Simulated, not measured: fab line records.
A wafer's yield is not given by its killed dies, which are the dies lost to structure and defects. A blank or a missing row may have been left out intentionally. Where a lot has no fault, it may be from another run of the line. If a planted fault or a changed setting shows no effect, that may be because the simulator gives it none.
What tool caused it? ; flow n5-finfet ; 27 wafers from 9 lots sampled at 5 of the route's 1938 steps

## WHAT EACH GAUGE READ, for each wafer
N5_BEOL_M4_RC_MEAS_101. Usual: DIBL_N 36.3 mV/V, standard deviation 1.9; DIBL_P 36.0 mV/V, standard deviation 2.1; IOFF_N 0.16 nA/um, standard deviation 0.031; IOFF_P 0.21 nA/um, standard deviation 0.035; ION_N 675 uA/um, standard deviation 14; ION_P 464 uA/um, standard deviation 8.5; SS_N 71.5 mV/dec, standard deviation 0.6; SS_P 73.3 mV/dec, standard deviation 0.72; VT_N 250 mV, standard deviation 3.2; VT_P -250 mV, standard deviation 3.1.
lot;measured;on;DIBL_N (mV/V);DIBL_P (mV/V);IOFF_N (nA/um);IOFF_P (nA/um);ION_N (uA/um);ION_P (uA/um);SS_N (mV/dec);SS_P (mV/dec);VT_N (mV);VT_P (mV);flag
L791;day 8 05:31;prober-02;33.9 36.2 35.7;34.2 36.9 35.3;0.12 0.16 0.14;0.18 0.23 0.21;658 668 656;458 462 454;71.0 71.5 70.8;72.4 73.3 72.4;252 250 252;-251 -248 -249;
L792;day 8 06:11;prober-01;33.5 37.7 34.6;31.3 36.1 32.5;0.11 0.17 0.13;0.14 0.20 0.15;649 662 664;443 455 452;70.3 72.0 71.9;72.5 73.5 72.4;254 253 253;-258 -252 -256;
L799;day 9 16:55;prober-01;37.2 33.7 30.6;39.2 35.7 31.6;0.19 0.13 0.09;0.23 0.18 0.13;662 667 638;451 454 441;72.9 70.8 70.6;73.5 72.9 72.3;250 252 256;-249 -255 -255;
L800;day 9 22:16;prober-01;35.1 34.2 34.3;35.4 34.7 32.9;0.14 0.13 0.11;0.20 0.19 0.15;681 668 656;474 459 449;71.3 71.3 71.3;72.9 73.1 72.6;250 254 259;-250 -251 -254;
L806;day 13 07:18;prober-02;39.3 36.0 36.2;40.2 35.6 36.0;0.22 0.15 0.15;0.29 0.19 0.20;696 694 686;484 475 472;72.3 70.8 71.5;74.4 73.4 73.3;246 249 249;-245 -251 -252;
L807;day 14 01:24;prober-01;38.9 36.9 37.8;37.9 34.5 36.4;0.18 0.15 0.15;0.24 0.19 0.22;673 673 648;462 456 451;71.4 71.2 72.2;74.0 73.6 74.2;248 249 253;-249 -252 -252;
L808;day 13 19:43;prober-02;37.5 39.9 40.5;35.8 38.6 39.5;0.16 0.21 0.24;0.21 0.25 0.27;694 683 715;471 462 481;71.5 72.6 72.2;74.1 74.0 74.0;249 245 244;-249 -247 -245;
L811;day 13 00:07;prober-02;38.4 35.6 38.0;36.3 34.7 37.4;0.17 0.12 0.16;0.21 0.19 0.22;663 668 676;453 464 460;72.6 71.1 72.0;73.2 73.2 74.0;250 252 248;-250 -251 -246;
L813;day 15 04:40;prober-01;36.2 36.5 36.9;36.7 36.7 37.3;0.15 0.15 0.16;0.21 0.21 0.21;668 668 665;460 458 457;71.1 70.7 71.4;73.1 73.2 74.1;250 251 251;-249 -248 -250;

## EACH LOT AND THE TOOL THAT RAN IT (in order: tool; ch and the chambers of the sampled wafers; start)
lot;N5_PMOS_HMC_CHANNEL_EPI_STRIP_33;N5_PMOS_HMC_CHANNEL_EPI_ETCH_38;N5_FIN_SAQP_PECVD_06;N5_FIN_SAQP_COAT_49
L791;rie-diel-01 ch 1,3, day 2 00:02;rie-si-03 ch 0,2,3, day 2 00:21;pecvd-03 ch 0,1,2, day 2 05:41;litho-track-02 ch 0, day 2 05:53
L792;rie-diel-05 ch 0,2,3, day 2 05:48;rie-si-03 ch 0,2, day 2 06:06;pecvd-03 ch 1,2, day 2 09:35;litho-track-04 ch 0, day 2 09:47
L799;rie-diel-05 ch 0,2,3, day 3 23:36;rie-si-05 ch 1,2,3, day 3 23:55;pecvd-03 ch 0,2, day 4 02:59;litho-track-04 ch 0, day 4 03:11
L800;rie-diel-06 ch 0,1,2, day 4 05:42;rie-si-03 ch 0,1,2, day 4 06:01;pecvd-04 ch 0,2, day 4 09:25;litho-track-03 ch 0, day 4 09:54
L806;rie-diel-05 ch 1,2, day 5 17:28;rie-si-04 ch 0,2,3, day 5 17:46;pecvd-02 ch 1,2, day 5 21:23;litho-track-02 ch 0, day 5 21:35
L807;rie-diel-01 ch 0,1,2, day 5 23:28;rie-si-04 ch 0,1,2, day 5 23:46;pecvd-02 ch 0,1,2, day 6 02:49;litho-track-02 ch 0, day 6 03:01
L808;rie-diel-01 ch 2,3, day 6 05:26;rie-si-03 ch 1,2,3, day 6 05:44;pecvd-04 ch 1, day 6 08:58;litho-track-04 ch 0, day 6 09:16
L811;rie-diel-06 ch 0,1,3, day 6 23:32;rie-si-05 ch 2,3, day 6 23:50;pecvd-04 ch 0,2, day 7 03:07;litho-track-04 ch 0, day 7 03:21
L813;rie-diel-05 ch 0,3, day 7 12:44;rie-si-05 ch 1,3, day 7 13:03;pecvd-02 ch 0,1, day 7 16:25;litho-track-04 ch 0, day 7 16:37
- N5_PMOS_HMC_CHANNEL_EPI_STRIP_33: strips in N2/H2.
- N5_PMOS_HMC_CHANNEL_EPI_ETCH_38: etches SiO2 in CF4, target depth 1.5 nm.
- N5_FIN_SAQP_PECVD_06: deposits a-Si from SiH4/He, target thk 60 nm, time 48.1 s.
- N5_FIN_SAQP_COAT_49: time 60 s, resist thk 100 nm.

## WHAT THE TOOLS THEMSELVES READ (means of the sampled wafers that have a number; where no wafer has one, the mark that the record gives instead)
N5_PMOS_HMC_CHANNEL_EPI_STRIP_33. Usual: drypump-motor-current-A 5.7 A, standard deviation 0.71; h2-flow-sccm 300.1 sccm, standard deviation 0.88; oes-product-au 0.76 a.u., standard deviation 0.071; rf-vpp-V 54.1 V, standard deviation 1.5; showerhead-plenum-p-Torr 3.36 Torr, standard deviation 0.13; throttle-valve-pct 18.98 %, standard deviation 0.26.
lot;tool;drypump-motor-current-A (A);h2-flow-sccm (sccm);oes-product-au (a.u.);rf-vpp-V (V);showerhead-plenum-p-Torr (Torr);throttle-valve-pct (%);flag
L791;rie-diel-01;5.0;301.2;0.73;54.6;3.43;18.86;
L792;rie-diel-05;5.6;300.6;0.71;52.8;3.30;19.07;
L799;rie-diel-05;5.7;300.9;0.71;53.5;3.29;19.09;
L800;rie-diel-06;6.1;299.8;0.77;54.7;3.40;18.75;
L806;rie-diel-05;5.8;301.4;0.73;52.9;3.39;18.90;
L807;rie-diel-01;5.3;300.2;0.76;54.7;3.43;18.96;
L808;rie-diel-01;5.1;299.0;0.74;55.7;3.33;19.06;
L811;rie-diel-06;5.8;300.1;0.77;54.8;3.40;18.85;
L813;rie-diel-05;6.1;300.4;0.78;53.9;3.32;19.24;

N5_PMOS_HMC_CHANNEL_EPI_ETCH_38. Usual: drypump-motor-current-A 5.6 A, standard deviation 0.6; oes-product-au 1.005 a.u., standard deviation 0.015; throttle-valve-pct 21.8 %, standard deviation 0.33.
lot;tool;drypump-motor-current-A (A);oes-product-au (a.u.);throttle-valve-pct (%);flag
L791;rie-si-03;5.8;0.993;21.9;
L792;rie-si-03;5.2;0.999;22.0;
L799;rie-si-05;5.6;1.015;22.1;
L800;rie-si-03;5.4;1.008;21.8;
L806;rie-si-04;5.5;0.999;21.6;
L807;rie-si-04;5.4;0.995;21.7;
L808;rie-si-03;6.0;1.001;21.8;
L811;rie-si-05;6.0;1.015;22.2;
L813;rie-si-05;5.3;1.026;22.0;

N5_FIN_SAQP_PECVD_06. Usual: heater-power-w 823 W, standard deviation 91; showerhead-plenum-p-Torr 5.67 Torr, standard deviation 0.046; throttle-valve-pct 18.4 %, standard deviation 0.52.
lot;tool;heater-power-w (W);showerhead-plenum-p-Torr (Torr);throttle-valve-pct (%);flag
L791;pecvd-03;826;5.67;18.9;
L792;pecvd-03;904;5.64;18.4;
L799;pecvd-03;850;5.67;18.7;
L800;pecvd-04;721;5.64;18.1;
L806;pecvd-02;978;5.62;18.0;
L807;pecvd-02;921;5.63;18.4;
L808;pecvd-04;753;5.73;18.0;
L811;pecvd-04;780;5.65;18.1;
L813;pecvd-02;808;5.64;18.6;

N5_FIN_SAQP_COAT_49. Usual: heater-power-total-W 500.5 W, standard deviation 1.7; run-length-s 66.05 s, standard deviation 0.18.
lot;tool;heater-power-total-W (W);run-length-s (s);flag
L791;litho-track-02;500.8;66.17;
L792;litho-track-04;499.8;66.07;
L799;litho-track-04;500.1;66.22;
L800;litho-track-03;522.4;62.13;OFF
L806;litho-track-02;501.4;66.23;
L807;litho-track-02;498.5;66.17;
L808;litho-track-04;500.5;66.08;
L811;litho-track-04;499.0;66.05;
L813;litho-track-04;500.7;66.15;

## THE ANSWER, worked out from the rows above alone
Rule: a lot is off if the mean of its wafers that have a number lies more than 3 standard deviations from the usual mean. A lot without any number at a reading at which 4 lots or more have one is off too. Where the step has rows for the other lots, those lots are counted as sound. The gauges are gone through in route order, then the tools' own readings, and for those a lot's mean is taken as printed above. The first step at which some lot is off is used, and at that step the reading that is off furthest; a lot without a number counts as furthest.
Off, at N5_FIN_SAQP_COAT_49 on run-length-s: L800.
If a tool, at that step or one of the process steps before it, ran each lot that is off and ran no sound lot following the first of them, it fits. One fits: N5_FIN_SAQP_COAT_49 on litho-track-03. It ran no sound lot before its first lot that is off in this sample, so the start can't be narrowed down.
The tool's own readings at N5_FIN_SAQP_COAT_49 bear it out: on the lots that are off they differ by more than 5 times the standard deviation of the sound lots' means. heater-power-total-W reads 522.4 W there against 500.1 W on the sound lots; run-length-s reads 62.13 s there against 66.14 s on the sound lots.

## WHAT WAS PUT IN BY THE SIMULATOR
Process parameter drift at N5_FIN_SAQP_COAT_49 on litho-track-03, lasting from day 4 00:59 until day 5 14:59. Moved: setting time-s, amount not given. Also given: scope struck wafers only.
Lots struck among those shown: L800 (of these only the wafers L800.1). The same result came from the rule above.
